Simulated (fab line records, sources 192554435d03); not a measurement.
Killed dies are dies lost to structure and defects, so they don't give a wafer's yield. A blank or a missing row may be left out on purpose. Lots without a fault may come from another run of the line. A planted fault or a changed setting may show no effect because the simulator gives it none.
Which tool did it? | flow n5_finfet | 6 lots, 14 wafers sampled, at 3 steps of a route of 1938

WHAT THE GAUGES READ, wafer by wafer
N5_BEOL_M7_OVL_MEAS_12.
lot  | measured     | on         | M7_OVL (nm)
L226 | day 11 16:26 | overlay-02 | 0.0 0.2
L224 | day 12 00:19 | overlay-02 | -0.7 -0.9 0.1
L227 | day 12 17:29 | overlay-02 | -1.3 -2.0
L234 | day 13 16:02 | overlay-02 | -0.5 -0.2
L236 | day 13 19:37 | overlay-01 | 0.9 -0.6
L244 | day 16 12:23 | overlay-02 | 14.3 15.1 15.0

WHICH TOOL RAN EACH LOT (tool, then ch and the chambers of the sampled wafers, then the start)
lot  | N5_BEOL_M7_ILD_DEP_00           | N5_BEOL_M7_EXPOSE_08
L226 | pecvd-01 ch 1,2, day 11 14:19   | arfi_scanner-01 ch 0, day 11 16:17
L224 | pecvd-02 ch 0,1,2, day 11 22:35 | arfi_scanner-01 ch 0, day 12 00:10
L227 | pecvd-02 ch 0,2, day 12 15:21   | arfi_scanner-01 ch 0, day 12 17:19
L234 | pecvd-03 ch 1,2, day 13 13:28   | arfi_scanner-01 ch 0, day 13 15:53
L236 | pecvd-02 ch 0,2, day 13 16:37   | arfi_scanner-03 ch 0, day 13 19:27
L244 | pecvd-02 ch 0,1,2, day 16 10:41 | arfi_scanner-03 ch 0, day 16 12:14
- N5_BEOL_M7_ILD_DEP_00: deposits SiCOH lowk from DEMS/porogen, target thk 179.75 nm, time 33.4 s.
- N5_BEOL_M7_EXPOSE_08: exposes mask M7.

THE ANSWER, worked out from the rows above alone
Rule: what is usual is taken from the lots themselves. Put in order of their means at a reading, lots are off if they are a third of the lots or fewer, leave a main group of 4 or more, and stand apart from it by a gap of 3 or more times the standard deviation of the main group's means; of several such gaps the widest counts. A main group whose means are all the same, to the digits that the tables above print for the reading, isn't used. A lot without any number at a reading at which 4 lots or more have one is off too. The other lots that the step has rows for count as sound.
Off: L244, at N5_BEOL_M7_OVL_MEAS_12 (M7_OVL). The main group: mean -0.4 nm, standard deviation 0.65.
A tool fits if, at a process step before that reading, it ran every lot that is off, and no sound lot after the first of them. The gauges at N5_BEOL_M7_OVL_MEAS_12 are tried like those tools. Can't be told from this: 3 tools fit, pecvd-02 at N5_BEOL_M7_ILD_DEP_00, arfi_scanner-03 at N5_BEOL_M7_EXPOSE_08, overlay-02 at N5_BEOL_M7_OVL_MEAS_12.

WHAT THE SIMULATOR HAD PUT IN
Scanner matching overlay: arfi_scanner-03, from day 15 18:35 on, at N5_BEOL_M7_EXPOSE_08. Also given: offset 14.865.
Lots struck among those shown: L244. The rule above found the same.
